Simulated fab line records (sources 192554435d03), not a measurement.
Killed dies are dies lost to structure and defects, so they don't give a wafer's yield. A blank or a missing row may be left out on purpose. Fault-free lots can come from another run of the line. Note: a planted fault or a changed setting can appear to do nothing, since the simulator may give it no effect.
Chamber matching | flow n5 finfet | N5_BEOL_M0_STRIP_140 on rie diel-01: 4 sister chambers
The step strips in CF4. 4 wafers are shown with their chamber, then 10 later ones without.

WAFERS, EACH WITH ITS CHAMBER
wafer  | chamber | drypump motor current A (A)
L085.5 | 1       | 5.7
L090.4 | 0       | 6.2
L091.2 | 2       | 5.3
L091.5 | 3       | 5.3

WAFERS WITH NO CHAMBER GIVEN
wafer  | drypump motor current A (A)
L091.6 | 6.2
L093.1 | 6.2
L093.3 | 5.3
L093.4 | 5.4
L095.3 | 5.2
L095.4 | 6.2
L095.6 | 6.2
L096.1 | 5.3
L096.4 | 5.6
L096.5 | 5.3

CHAMBER TAKEN BY EACH
wafer  | from the rows above     | in truth
L091.6 | 0                       | 0
L093.1 | 0                       | 0
L093.3 | can't be placed: 2 or 3 | 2
L093.4 | can't be placed: 2 or 3 | 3
L095.3 | can't be placed: 2 or 3 | 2
L095.4 | 0                       | 0
L095.6 | 0                       | 0
L096.1 | can't be placed: 2 or 3 | 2
L096.4 | 1                       | 1
L096.5 | can't be placed: 2 or 3 | 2
Correctly placed: 5 of 10. From these rows, 5 cannot be placed; in 5 the true chamber is one of the candidates. Number placed wrongly: 0.
How it was worked out, from the rows above alone: a wafer's distance from a chamber is the root of the sum, over the readings, of the square of ((its reading less the chamber's mean) divided by the reading's scatter). The wafer belongs to the nearest chamber; if the next one is less than 2 further off, it can't be placed. Each chamber's mean is taken over the wafers shown for it. The scatter (one wafer shown for each chamber): square how far every hidden wafer sits from the nearest shown wafer, average those squares and take the square root.
